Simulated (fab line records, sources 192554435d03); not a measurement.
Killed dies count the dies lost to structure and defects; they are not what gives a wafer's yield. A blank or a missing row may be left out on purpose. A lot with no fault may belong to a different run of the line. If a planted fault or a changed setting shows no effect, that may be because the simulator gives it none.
fab line records / flow n5-finfet
record lots=4 wafers=12 last-day=16
route steps=1938 shown BEOL_M6@1254 BEOL_M7@1263
lots with no fault: from the same line, run without faults
start-h: the number of hours between the record's first day and the start of the first shown wafer of the lot / wait-h: hours from the lot's prior step to this one / " as in the row above / L1.1+2: one row covering several wafers at once / - value missing, or start not given / * or withheld: withheld / < > ~ a bound
route shown NAME@n: NAME is a module with steps in the file, n the number in the route of the first one / usual: average and standard deviation across the fault-free wafers / same: alike in all rows / chamber/n: place in a boat / sites: each site's reading / _std_site: the standard deviation of these / _edge_site: inner sites' mean taken away from outer sites' mean / radius-mm: how far each site lies from the wafer's centre / mask NAME#n: copy n / behind: the tool/chamber that last shaped the wafer / hold: why the lot was held/for how many hours/how that ended / device: transistor that didn't switch, given as n, p or np / end of line: at the end of the route, the tests of the same wafers / a step without rows: its recipe alone / killed: not the wafer's yield, but the dies lost to structure and defects at the first sort / map: a wafer's dies, x killed, . not, _ none there
set.NAME: setting as actually run; set.NAME@STEP: the setting as run at that earlier step / model.NAME: the simulator's own value behind a step, which no gauge read
certain route steps with their lots: each step a table, each wafer a row
services: a tool's chamber out of use, with start hour (start-h, from the record's first day; less than 0 if before it), hours out, and reason
## steps
# step N5_BEOL_M6_SPUTTER_48
# recipe material=Cu target-thk-a=100 temp-c=-20 bias-v=60 power-w=26000 chamber-pressure-pa=0.13 time-s=1.667
# step N5_BEOL_M6_ECD_50
# recipe material=Cu target-thk-a=3000
# step N5_BEOL_M6_ANNEAL_51
# recipe temp-c=225 time-s=90 ambient=N2
# step N5_BEOL_M6_CMP_52
# recipe stop-on=SiCOH_lowk t-overpolish-s=6.9 down-force-psi=1 platen-rpm=50 clearing-platen-down-force-psi=1.5 clearing-platen-rpm=50 post-cmp-clean=cu-alkaline target-thk-nm=80 clearing-platen-pad-velocity-m-s=0.99484 pad-velocity-m-s=0.99484
# step N5_BEOL_M6_PRE_CLEAN_55
# recipe gas=NH3 time-s=15 temp-c=withheld rf-power-w=300
# step N5_BEOL_M6_DEP_56
# recipe material=SiCN target-thk-a=100 temp-c=withheld precursor=3MS/NH3 pressure-torr=3 rf-w=202 time-s=17.5
# step N5_BEOL_M7_ILD_DEP_00
# recipe material=SiCOH_lowk target-thk-a=1797.5 temp-c=300 precursor=DEMS/porogen pressure-torr=5 rf-w=500 time-s=33.4
# step N5_BEOL_M7_CURE_74
# recipe temp-c=385 time-s=240 ambient=He/Ar material=SiCOH_lowk
# step N5_BEOL_M7_PECVD_70
# recipe material=SiO2 target-thk-a=200 temp-c=400 precursor=TEOS/O2 pressure-torr=5.5 rf-w=450 teos-flow-sccm=53.8 gas=O2 flow-sccm=3000 time-s=22.7
# usual heater-power-w=688/120 showerhead-plenum-p-Torr=8.78/0.039 susceptor-temp-C=399.95/0.2 throttle-valve-pct=22.6/1.1
lot.wafer=L697.2 tool=pecvd-01 chamber=2 start-h=223.63 wait-h=0.0 heater-power-w=610 showerhead-plenum-p-Torr=8.78 susceptor-temp-C=399.96 throttle-valve-pct=22.4 model.SiO2_of_BEOL_M7_PECVD_70.thk-nm=19.6
lot.wafer=L697.5 tool=pecvd-01 chamber=2 start-h=223.63 wait-h=0.0 heater-power-w=591 showerhead-plenum-p-Torr=8.79 susceptor-temp-C=400.07 throttle-valve-pct=22.4 model.SiO2_of_BEOL_M7_PECVD_70.thk-nm=20
lot.wafer=L697.6 tool=pecvd-01 chamber=1 start-h=223.63 wait-h=0.0 heater-power-w=573 showerhead-plenum-p-Torr=8.76 susceptor-temp-C=400.18 throttle-valve-pct=22.8 model.SiO2_of_BEOL_M7_PECVD_70.thk-nm=20
lot.wafer=L702.1 tool=pecvd-01 chamber=0 start-h=250.51 wait-h=0.0 heater-power-w=614 showerhead-plenum-p-Torr=8.72 susceptor-temp-C=386.36 throttle-valve-pct=21.1 model.SiO2_of_BEOL_M7_PECVD_70.thk-nm=21.8
lot.wafer=L702.4 tool=pecvd-01 chamber=1 start-h=250.51 wait-h=0.0 heater-power-w=623 showerhead-plenum-p-Torr=8.78 susceptor-temp-C=399.90 throttle-valve-pct=23.1 model.SiO2_of_BEOL_M7_PECVD_70.thk-nm=20
lot.wafer=L702.5 tool=pecvd-01 chamber=2 start-h=250.51 wait-h=0.0 heater-power-w=637 showerhead-plenum-p-Torr=8.79 susceptor-temp-C=399.89 throttle-valve-pct=22.4 model.SiO2_of_BEOL_M7_PECVD_70.thk-nm=20
lot.wafer=L701.1 tool=pecvd-01 chamber=0 start-h=258.81 wait-h=0.0 heater-power-w=527 showerhead-plenum-p-Torr=8.72 susceptor-temp-C=386.50 throttle-valve-pct=21.4 model.SiO2_of_BEOL_M7_PECVD_70.thk-nm=22
lot.wafer=L701.3 tool=pecvd-01 chamber=1 start-h=258.81 wait-h=0.0 heater-power-w=593 showerhead-plenum-p-Torr=8.77 susceptor-temp-C=400.31 throttle-valve-pct=23.0 model.SiO2_of_BEOL_M7_PECVD_70.thk-nm=20.2
lot.wafer=L701.6 tool=pecvd-01 chamber=1 start-h=258.81 wait-h=0.0 heater-power-w=601 showerhead-plenum-p-Torr=8.77 susceptor-temp-C=399.85 throttle-valve-pct=23.0 model.SiO2_of_BEOL_M7_PECVD_70.thk-nm=20.2
lot.wafer=L709.1 tool=pecvd-03 chamber=2 start-h=301.27 wait-h=0.0 heater-power-w=804 showerhead-plenum-p-Torr=8.78 susceptor-temp-C=400.21 throttle-valve-pct=21.8 model.SiO2_of_BEOL_M7_PECVD_70.thk-nm=19.4
lot.wafer=L709.5 tool=pecvd-03 chamber=1 start-h=301.27 wait-h=0.0 heater-power-w=789 showerhead-plenum-p-Torr=8.77 susceptor-temp-C=399.92 throttle-valve-pct=23.3 model.SiO2_of_BEOL_M7_PECVD_70.thk-nm=19.4
lot.wafer=L709.6 tool=pecvd-03 chamber=0 start-h=301.27 wait-h=0.0 heater-power-w=662 showerhead-plenum-p-Torr=8.75 susceptor-temp-C=399.82 throttle-valve-pct=25.1 model.SiO2_of_BEOL_M7_PECVD_70.thk-nm=19.8
# step N5_BEOL_M7_HM_DEP_02
# recipe material=TiN target-thk-a=200 temp-c=25 chamber-pressure-pa=0.49996
# step N5_BEOL_M7_COAT_59
# recipe resist=SOC temp-c=250 time-s=60 spin-rpm=1500 resist-thk-nm=100
# step N5_BEOL_M7_COAT_60
# recipe resist=SiARC temp-c=220 time-s=60 spin-rpm=1500 resist-thk-nm=35
# step N5_BEOL_M7_COAT_05
# recipe resist=CAR-ArF spin-rpm=1500 resist-thk-nm=90
# step N5_BEOL_M7_EBR_07
# recipe solvent=PGMEA ebr-width-mm=1.5
# step N5_BEOL_M7_SOFTBAKE_06
# recipe temp-c=110 time-s=60 resist=CAR-ArF
# step N5_BEOL_M7_EXPOSE_08
# recipe mask-id=M7 na=1.35 source-shape=dipole sigma-inner=0.817 sigma-outer=0.97 polarization=te dose-mj=68.25
# step N5_BEOL_M7_PEB_09
# recipe peb-temp-c=withheld peb-time-s=60 resist=CAR-ArF
# step N5_BEOL_M7_DEVELOP_10
# recipe develop-time-s=30 developer=TMAH resist=CAR-ArF rinse-liquid=diw dry=air-spin dev-temp-c=23
# step N5_BEOL_M7_DESCUM_16
# recipe chemistry=O2 time-s=7.9 source-power-w=50 bias-power-w=20 pressure-mtorr=20 rf-frequency-hz=2.712e+07 temp-c=40 resist=CAR-ArF o2-flow-sccm=225
# step N5_BEOL_M7_ETCH_61
# recipe chemistry=CF4 target=SiARC target-depth-a=455 mask-material=CAR-ArF time-s=75.8 ion-energy-ev=80 pressure-mtorr=40 source-w=545 bias-w=36 Ar_flow_sccm=100 cf4-flow-sccm=100 ends=cleared
# step N5_BEOL_M7_ETCH_62
# recipe chemistry=N2/H2 target=SOC target-depth-a=1100 overetch-a=220 mask-material=SiARC temp-c=40 time-s=165 ion-energy-ev=200 pressure-mtorr=30 source-w=840 bias-w=150 n2-flow-sccm=200 h2-flow-sccm=200
# step N5_BEOL_M7_STRIP_68
# recipe chemistry=N2/H2 temp-c=40 n2-flow-sccm=200 h2-flow-sccm=200 rf-frequency-hz=6e+07
# step N5_BEOL_M7_STRIP_67
# recipe chemistry=CF4 resist=SiARC power-w=300 bias-power-w=75 pressure-mtorr=50 cf4-flow-sccm=150 rf-frequency-hz=6e+07
# step N5_BEOL_M7_HM_OPEN_17
# recipe chemistry=Cl2/BCl3 target-depth-a=200 overetch-a=60 target=TiN mask-material=SOC ion-energy-ev=150 pressure-mtorr=10 icp-w=1000 bias-w=126 Cl2_flow_sccm=53.25 bcl3-flow-sccm=21.75 Ar_flow_sccm=25
# step N5_BEOL_M7_STRIP_19
# recipe chemistry=O2 power-w=400 temp-c=40 pressure-mtorr=30 rf-frequency-hz=6e+07 bias-power-w=0 overash-fraction=0.2 o2-flow-sccm=225
# step N5_BEOL_M7_COAT_63
# recipe resist=SOC temp-c=250 time-s=60 spin-rpm=1500 resist-thk-nm=60
# step N5_BEOL_M7_COAT_64
# recipe resist=SiARC temp-c=220 time-s=60 spin-rpm=1500 resist-thk-nm=12
# step N5_BEOL_M7_COAT_71
# recipe resist=underlayer temp-c=205 time-s=60 spin-rpm=1500 resist-thk-nm=5
# step N5_BEOL_M7_COAT_22
# recipe resist=CAR-EUV spin-rpm=1500 resist-thk-nm=30
# step N5_BEOL_M7_EBR_24
# recipe solvent=PGMEA ebr-width-mm=1.5
# step N5_BEOL_M7_SOFTBAKE_23
# recipe temp-c=110 time-s=60 resist=CAR-EUV
# step N5_BEOL_M7_EXPOSE_25
# recipe mask-id=V6 na=0.33 source-shape=annular sigma-inner=0.4 sigma-outer=0.8 polarization=unpolarized target-cd-nm=40 dose-mj=42.5
# step N5_BEOL_M7_PEB_26
# recipe peb-temp-c=100 peb-time-s=60 resist=CAR-EUV
# step N5_BEOL_M7_DEVELOP_27
# recipe develop-time-s=30 developer=TMAH resist=CAR-EUV rinse-liquid=surfactant-rinse dry=air-spin dev-temp-c=23
# step N5_BEOL_M7_HM_STRIP_39
# recipe chemistry=peroxide-tin-strip material=TiN target-depth-a=250 temp-c=50 time-s=158
lot.wafer=L697.2 tool=wet-bench-01 chamber=0 start-h=227.77 wait-h=0.0 model.SiO2_of_BEOL_M7_PECVD_70.thk-nm=19.4
lot.wafer=L697.5+6 tool=wet-bench-01 chamber=4,6 start-h=227.77 wait-h=0.0 model.SiO2_of_BEOL_M7_PECVD_70.thk-nm=19.8
lot.wafer=L702.1 tool=wet-bench-02 chamber=7 start-h=253.20 wait-h=0.0 model.SiO2_of_BEOL_M7_PECVD_70.thk-nm=21.8
lot.wafer=L702.4 tool=wet-bench-02 chamber=6 start-h=253.20 wait-h=0.0 model.SiO2_of_BEOL_M7_PECVD_70.thk-nm=20
lot.wafer=L702.5 tool=wet-bench-02 chamber=1 start-h=253.20 wait-h=0.0 model.SiO2_of_BEOL_M7_PECVD_70.thk-nm=19.8
lot.wafer=L701.1 tool=wet-bench-01 chamber=5 start-h=264.25 wait-h=0.0 model.SiO2_of_BEOL_M7_PECVD_70.thk-nm=21.8
lot.wafer=L701.3+6 tool=wet-bench-01 chamber=3,7 start-h=264.25 wait-h=0.0 model.SiO2_of_BEOL_M7_PECVD_70.thk-nm=20
lot.wafer=L709.1 tool=wet-bench-01 chamber=7 start-h=306.41 wait-h=0.0 model.SiO2_of_BEOL_M7_PECVD_70.thk-nm=19.2
lot.wafer=L709.5 tool=wet-bench-01 chamber=5 start-h=306.41 wait-h=0.0 model.SiO2_of_BEOL_M7_PECVD_70.thk-nm=19.4
lot.wafer=L709.6 tool=wet-bench-01 chamber=2 start-h=306.41 wait-h=0.0 model.SiO2_of_BEOL_M7_PECVD_70.thk-nm=19.6
# step N5_BEOL_M7_CMP_52
# recipe stop-on=SiCOH_lowk t-overpolish-s=6.9 down-force-psi=1 platen-rpm=50 clearing-platen-down-force-psi=1.5 clearing-platen-rpm=50 post-cmp-clean=cu-alkaline target-thk-nm=80 clearing-platen-pad-velocity-m-s=0.99484 pad-velocity-m-s=0.99484
# usual barrier-field-endpoint-s=29.0/0.64 head-pressure-psi=0.9998/0.0021 motor-current-A=5.8/0.59
lot.wafer=L697.2 tool=cmp-02 chamber=2 start-h=229.82 wait-h=0.2 barrier-field-endpoint-s=28.0 head-pressure-psi=1.0010 motor-current-A=5.7
lot.wafer=L697.5 tool=cmp-02 chamber=2 start-h=229.82 wait-h=0.2 barrier-field-endpoint-s=28.9 head-pressure-psi=1.0007 motor-current-A=5.3
lot.wafer=L697.6 tool=cmp-02 chamber=3 start-h=229.82 wait-h=0.2 barrier-field-endpoint-s=28.1 head-pressure-psi=1.0002 motor-current-A=4.8
lot.wafer=L702.4 tool=cmp-02 chamber=1 start-h=255.11 wait-h=0.2 barrier-field-endpoint-s=29.5 head-pressure-psi=1.0018 motor-current-A=6.2
lot.wafer=L702.1 tool=cmp-02 chamber=2 start-h=255.11 wait-h=0.2 barrier-field-endpoint-s=32.1 head-pressure-psi=0.9983 motor-current-A=5.9
lot.wafer=L702.5 tool=cmp-02 chamber=1 start-h=255.11 wait-h=0.2 barrier-field-endpoint-s=29.1 head-pressure-psi=1.0032 motor-current-A=6.3
lot.wafer=L701.1 tool=cmp-01 chamber=0 start-h=267.71 wait-h=0.5 barrier-field-endpoint-s=30.8 head-pressure-psi=1.0009 motor-current-A=6.7
lot.wafer=L701.3 tool=cmp-01 chamber=1 start-h=267.71 wait-h=0.5 barrier-field-endpoint-s=30.3 head-pressure-psi=1.0004 motor-current-A=6.9
lot.wafer=L701.6 tool=cmp-01 chamber=0 start-h=267.71 wait-h=0.5 barrier-field-endpoint-s=28.9 head-pressure-psi=1.0003 motor-current-A=6.3
lot.wafer=L709.1 tool=cmp-03 chamber=0 start-h=308.61 wait-h=0.5 barrier-field-endpoint-s=28.8 head-pressure-psi=1.0007 motor-current-A=5.7
lot.wafer=L709.6 tool=cmp-03 chamber=1 start-h=308.61 wait-h=0.5 barrier-field-endpoint-s=29.0 head-pressure-psi=1.0006 motor-current-A=6.3
lot.wafer=L709.5 tool=cmp-03 chamber=2 start-h=308.61 wait-h=0.5 barrier-field-endpoint-s=28.4 head-pressure-psi=0.9987 motor-current-A=5.9
## services
tool=pecvd-03 chamber=1 start-h=210.96 hours=3.6 kind=repair
tool=cmp-01 chamber=- start-h=217.95 hours=2.7 kind=repair
tool=wet-bench-01 chamber=- start-h=227.93 hours=1.0 kind=repair
tool=cmp-03 chamber=- start-h=242.73 hours=1.8 kind=repair
tool=pecvd-03 chamber=- start-h=258.24 hours=0.9 kind=repair
tool=pecvd-03 chamber=2 start-h=284.98 hours=11.5 kind=repair
tool=cmp-03 chamber=- start-h=302.53 hours=1.6 kind=repair
tool=pecvd-01 chamber=- start-h=308.01 hours=1.3 kind=repair
tool=cmp-01 chamber=- start-h=308.32 hours=0.7 kind=repair
## key
first-sign step=N5_BEOL_M7_PECVD_70 reading=susceptor-temp-C direction=down sigmas=69 usual=* struck=*
effect step=N5_BEOL_M7_CMP_52 reading=barrier-field-endpoint-s direction=up sigmas=3.8 usual=29.0 struck=31.4
model-effect step=N5_BEOL_M7_PECVD_70 value=SiO2_of_BEOL_M7_PECVD_70.thk-nm without=20.2 struck=21.9
model-effect step=N5_BEOL_M7_HM_STRIP_39 value=SiO2_of_BEOL_M7_PECVD_70.thk-nm without=20 struck=21.8
met-at N5_BEOL_M7_PECVD_70
struck-wafers L701.1,L702.1
fault kind=process-parameter-drift tool=pecvd-01 chamber=0 onset-h=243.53 steps=N5_BEOL_M7_PECVD_70 channel=temp-c offset=* shape=step end-h=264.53 acts-in=* stated=*
